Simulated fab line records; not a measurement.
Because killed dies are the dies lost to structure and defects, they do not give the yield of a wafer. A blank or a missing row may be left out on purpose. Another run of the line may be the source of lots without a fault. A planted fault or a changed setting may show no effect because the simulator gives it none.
A struck lot beside a sound one :: flow n5Finfet :: 38 steps out of a route of 1938
Sound: the wafers L432.1, L432.2, L432.3. The struck wafers were L429.2, L429.5, L429.6. At the end, the cause is stated.
For every step that has rows: the tool of each side, followed by ch and its chambers, followed by its first start. Under that, the readings that differ: sound wafers :: struck wafers :: difference of the means :: sigmas: that difference in standard deviations of wafers without a fault.
alike: readings with means less than 2 such deviations apart, plus words and numbers identical on both sides. not compared: withheld readings, readings lacking a value on some wafer, bounds such as >300 that could conceal the same value, and numbers that have no deviation in the record and whose values overlap.
Wherever a step has rows on one side only, a row that says differs or no value, or a row with sigmas, the two part there. Numbers that have no deviation but don't overlap get no sigmas and don't part them. A reading missing from all wafers of one side parts the sides only when that side holds two or more wafers.

first, 9 steps without rows for these wafers: N5_BEOL_M1_ANNEAL_95 (time 240 s); N5_BEOL_M1_SPUTTER_96 (material Cu, target thk 4.5 nm, time 8.29 s); N5_BEOL_M1_ECD_50 (material Cu, target thk 300 nm); N5_BEOL_M1_ANNEAL_51 (time 90 s); N5_BEOL_M1_CMP_52 (polishes, stops on SiOC, t overpolish 6.8 s, target thk 40 nm); N5_BEOL_M1_PRE_CLEAN_60 (time 15 s); N5_BEOL_M1_CO_CAP_55 (material Co, precursor CCTBA/H2, target thk 2 nm, time 102.1 s); N5_BEOL_M1_PRE_CLEAN_56 (time 15 s); N5_BEOL_M1_DEP_57 (deposits SiCN from 3MS/NH3, target thk 8 nm, time 14 s).
N5_BEOL_M2_ILD_DEP_00: deposits SiOC from DEMS/O2, target thk 79 nm, time 15.3 s.
  sound on pecvd-03 ch 0,1,2, day 12 05:23; struck on pecvd-03 ch 1,2, day 11 11:11
  alike: heaterPowerW, showerheadPlenumPTorr, throttleValvePct
N5_BEOL_M2_THK_MEAS_01:
  sound on filmMetro-01, day 12 05:27; struck on filmMetro-02, day 11 11:15
reading: M2_ILD_THK (nm)
sound: 78.1 78.7 78.9
struck: 157.1 159.9 160.8
difference: +80.7
sigmas: +81
then, 24 steps without rows for these wafers: N5_BEOL_M2_PECVD_72 (deposits SiO2 from TEOS/O2, target thk 16 nm, time 18 s); N5_BEOL_M2_HM_DEP_02 (deposits TiN, target thk 20 nm); N5_BEOL_M2_COAT_61 (time 60 s, resist thk 60 nm); N5_BEOL_M2_COAT_62 (time 60 s, resist thk 12 nm); N5_BEOL_M2_COAT_73 (time 60 s, resist thk 5 nm); N5_BEOL_M2_COAT_05 (resist thk 30 nm); N5_BEOL_M2_EBR_07; N5_BEOL_M2_SOFTBAKE_06 (time 60 s); N5_BEOL_M2_EXPOSE_08 (exposes mask M2); N5_BEOL_M2_PEB_09 (peb time 60 s); N5_BEOL_M2_DEVELOP_10 (develop time 30 s); N5_BEOL_M2_DESCUM_16 (chemistry O2, time 7 s); N5_BEOL_M2_ETCH_74 (etches underlayer in N2/H2, target depth 6.5 nm, time 5.2 s); N5_BEOL_M2_ETCH_63 (etches SiARC in CF4, target depth 15.6 nm, time 26 s); N5_BEOL_M2_ETCH_64 (etches SOC in N2/H2, target depth 75 nm, overetch 22.5 nm, time 121.9 s); N5_BEOL_M2_STRIP_65 (strips in N2/H2); N5_BEOL_M2_STRIP_75 (strips in N2/H2); N5_BEOL_M2_STRIP_66 (strips in CF4); N5_BEOL_M2_HM_OPEN_17 (chemistry Cl2/BCl3, target TiN, target depth 20 nm, overetch 6 nm); N5_BEOL_M2_STRIP_19 (strips in O2); N5_BEOL_M2_COAT_67 (time 60 s, resist thk 60 nm); N5_BEOL_M2_COAT_68 (time 60 s, resist thk 12 nm); N5_BEOL_M2_COAT_76 (time 60 s, resist thk 5 nm); N5_BEOL_M2_COAT_22 (resist thk 30 nm).
N5_BEOL_M2_CMP_52: polishes, stops on SiOC, t overpolish 6.8 s, target thk 40 nm.
  sound on cmp-03 ch 0,2,3, day 12 20:30; struck on cmp-04 ch 0,1, day 11 23:10
reading: model.SiOC_of_BEOL_M2_ILD_DEP_00.thkNm (nm)
sound: 75 75.6 76
struck: 154 157 157.8
difference: +81
sigmas: 
  alike: barrierFieldEndpointS, motorCurrentA, overpolishRunS, timeToEndpointS
N5_BEOL_M4_RC_MEAS_101:
  the record has rows for the sound wafers here (prober-02 ch 0, day 13 21:35) and none for the struck ones
-- here the record skips 8 days between the struck wafers' starts before and after, leaving off in module BEOL_M4 and picking up in module PASSIVATION (first step shown: number 1936 of the route) --
N5_PASSIVATION_PROBE_49:
  sound on prober-02, day 18 21:56; struck on prober-02, day 20 08:26
reading: defectLimitedYield (%)
sound: 89.9 92.5 92.3
struck: 0 0 0
difference: -92
sigmas: -65

reading: killed_at_M0_to_M3
sound: 29 28 29
struck: 1111 1110 1119
difference: +1085
sigmas: +99

reading: killedDies
sound: 119 88 91
struck: 1180 1180 1180
difference: +1081
sigmas: +68

reading: killedOnRim
sound: 20 10 8
struck: 152 152 152
difference: +139
sigmas: +33

reading: sort_bin_5_function (%)
sound: 5.0 5.1 4.5
struck: 96.4 97.0 96.5
difference: +91.8
sigmas: +99 or more

reading: sortNPass
sound: 1061 1092 1089
struck: 0 0 0
difference: -1081
sigmas: -51

reading: sortYieldPct (%)
sound: 89.9 92.5 92.3
struck: 0 0 0
difference: -92
sigmas: -51
  alike: killed_at_M4_up, killedAtContacts, killedAtFrontEnd, killedAtOther, killedOpen, killedShort, sort_bin_4_leakage, sort_bin_6_memory

## WHERE THEY PART
Earliest at N5_BEOL_M2_THK_MEAS_01; latest, in this record, at N5_PASSIVATION_PROBE_49.

WHY: what had been put in by the simulator
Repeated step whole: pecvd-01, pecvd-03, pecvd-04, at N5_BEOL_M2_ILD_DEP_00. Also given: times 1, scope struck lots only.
